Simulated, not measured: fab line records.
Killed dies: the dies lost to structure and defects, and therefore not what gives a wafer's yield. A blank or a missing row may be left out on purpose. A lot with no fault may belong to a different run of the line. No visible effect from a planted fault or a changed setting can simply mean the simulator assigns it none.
Chamber matching + flow n5Finfet + 3 sister chambers for N5_BEOL_M5_CO_CAP_78 on cvdCo-02
The step material Co, precursor CCTBA/H2, target thk 2 nm, time 102.1 s. 6 wafers are shown with their chamber, then 10 later ones without.

## EACH WAFER AND ITS CHAMBER
| wafer  | chamber | heaterPowerW (W) | susceptorTempC (C) |
|--------|---------|------------------|--------------------|
| L088.1 | 2       | 239              | 199.93             |
| L089.1 | 2       | 234              | 199.79             |
| L089.3 | 1       | 237              | 200.21             |
| L089.5 | 0       | 229              | 199.90             |
| L090.1 | 1       | 240              | 199.89             |
| L090.2 | 0       | 225              | 199.91             |

## WAFERS WITH NO CHAMBER GIVEN
| wafer  | heaterPowerW (W) | susceptorTempC (C) |
|--------|------------------|--------------------|
| L090.3 | 233              | 199.83             |
| L090.4 | 245              | 199.90             |
| L090.5 | 220              | 199.95             |
| L090.6 | 233              | 199.97             |
| L094.3 | 233              | 200.23             |
| L094.5 | 247              | 200.13             |
| L094.6 | 240              | 200.10             |
| L095.4 | 224              | 199.85             |
| L095.5 | 233              | 199.93             |
| L095.6 | 237              | 199.87             |

## CHAMBER TAKEN BY EACH
| wafer  | from the rows above          | in truth |
|--------|------------------------------|----------|
| L090.3 | can't be placed: 2 or 0 or 1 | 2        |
| L090.4 | can't be placed: 1 or 2      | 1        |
| L090.5 | 0                            | 0        |
| L090.6 | can't be placed: 2 or 1 or 0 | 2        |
| L094.3 | can't be placed: 1 or 2 or 0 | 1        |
| L094.5 | can't be placed: 1 or 2      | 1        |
| L094.6 | can't be placed: 1 or 2      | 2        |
| L095.4 | 0                            | 0        |
| L095.5 | can't be placed: 2 or 1 or 0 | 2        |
| L095.6 | can't be placed: 2 or 1      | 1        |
2 of 10 placed correctly. Cannot be placed on the basis of these rows: 8; the candidates contain the true chamber in 8. Number placed wrongly: 0.
How it was worked out, from the rows above alone: a wafer's distance from a chamber is the root of the sum, over the readings, of the square of ((its reading less the chamber's mean) divided by the reading's scatter). If the next closest chamber is less than 2 further off than the closest, the wafer can't be placed; otherwise it belongs to the closest. A chamber's mean is the mean of its shown wafers. The scatter: the root of (the sum of the squares of (reading less its chamber's mean) over the shown wafers, divided by (wafers less chambers)).
